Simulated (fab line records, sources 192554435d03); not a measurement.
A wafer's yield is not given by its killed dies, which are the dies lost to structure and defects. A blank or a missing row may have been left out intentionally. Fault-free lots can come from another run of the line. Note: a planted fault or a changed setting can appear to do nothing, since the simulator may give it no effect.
Problem report, 8D (eight disciplines) form, completed by code | flow n5Finfet | the parts of the form that need people (team, actions taken, sign-off) are left out

## 1. THE PROBLEM
Wafers without a fault read 34, standard deviation 9.4; killed_at_M0_to_M3 at N5_PASSIVATION_PROBE_49 reads a mean of 147 on 2 wafers belonging to 2 lots. That is +12 standard deviations from the usual mean.
Earliest sighting: wafer L252.3 on prober-02 at day 16 12:38. The record has a number at this step for 16 wafers belonging to 6 lots. By rule, "out" or "out of limits" means more than 4 standard deviations away from the usual mean. All remaining wafers that have a number are taken as sound.

## 2. WHAT IT IS; WHAT IT IS NOT
question                    | is                                                                                               | is not
which readings at this step | killed_at_M0_to_M3, defectLimitedYield, killedDies, sort_bin_5_function, sortNPass, sortYieldPct | killed_at_M4_up, killedAtContacts, killedAtFrontEnd, killedAtOther, killedOpen, killedShort, sort_bin_6_memory, sort_bin_8_speed
which lots                  | L252, L253                                                                                       | L246, L250, L259, L262
which wafers of those lots  | L252.3, L253.3                                                                                   | L252.4, L252.6, L253.5, L253.6
read on which tools         | prober-01, prober-02                                                                             | -
when                        | from day 16 12:38                                                                                | up to then (6 sound wafers); but 8 sound wafers of L252, L253, L259, L262 came after

## 3. SUSPECTS, AND WHAT RULES EACH OUT
Counting: a tool at a process step up to the reading stays a suspect if it ran every lot that is out. Sound lots after the first of them don't rule it out here, since some wafers of a struck lot are sound.
- wetBench-06 at N5_BEOL_M3_HM_STRIP_39 (strips TiN in peroxide tin strip, target depth 25 nm, time 158 s): kept. Every lot that is out went through it, the first being L252 (day 10 15:08); the last sound lot it ran before that was L250 (day 10 05:23).
- Within wetBench-06 at N5_BEOL_M3_HM_STRIP_39: the wafers that are out ran in chamber 2; their sound lot-mates ran in chambers 0, 3, 6, 7.
Remaining after the count: wetBench-06 at N5_BEOL_M3_HM_STRIP_39.

## 4. THE CAUSE (what the simulator had put in)
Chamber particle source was wetBench-06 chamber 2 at N5_BEOL_M3_HM_STRIP_39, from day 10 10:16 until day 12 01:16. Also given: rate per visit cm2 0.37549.
After counting, this tool was the only one left.

## 5. SEQUENCE OF EFFECTS, ordered by route
One row per reading whose mean, taken over the struck wafers that have a number, lies over 3 standard deviations from the usual. Only readings for which the record gives a usual standard deviation are gone through. hours: the time from each lot's start at the first step in this table that gives one to its start at this step, as a median over the lots. sigmas: the change in usual standard deviations.
hours | step                    | reading             | usual  | on struck wafers | change | sigmas
0     | N5_PASSIVATION_PROBE_49 | defectLimitedYield  | 91.2 % | 83.2             | -8.0   | -5.7
0     | N5_PASSIVATION_PROBE_49 | killed_at_M0_to_M3  | 34     | 147              | +113   | +12
0     | N5_PASSIVATION_PROBE_49 | killedDies          | 103    | 198              | +95    | +5.6
0     | N5_PASSIVATION_PROBE_49 | sort_bin_5_function | 5.1 %  | 10.6             | +5.5   | +6.0
0     | N5_PASSIVATION_PROBE_49 | sortNPass           | 1077   | 982              | -95    | -5.6
0     | N5_PASSIVATION_PROBE_49 | sortYieldPct        | 91.2 % | 83.2             | -8.0   | -5.7
Its process steps:
- N5_PASSIVATION_PROBE_49

## 6. WHAT WOULD HAVE CAUGHT IT SOONER
First out-of-limits reading in this record: day 16 12:38, which is 146 hours after fault onset at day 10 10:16.
Of the tool readings at N5_BEOL_M3_HM_STRIP_39 for which the record gives a usual standard deviation, none was out on any struck wafer, so an alarm limit of 4 standard deviations on them would not have fired.
The start of N5_BEOL_M3_HM_STRIP_39 on wetBench-06 came by day 16 12:38 for every one of the lots that are out (2). Tool hold at that time: it would have spared none of them.
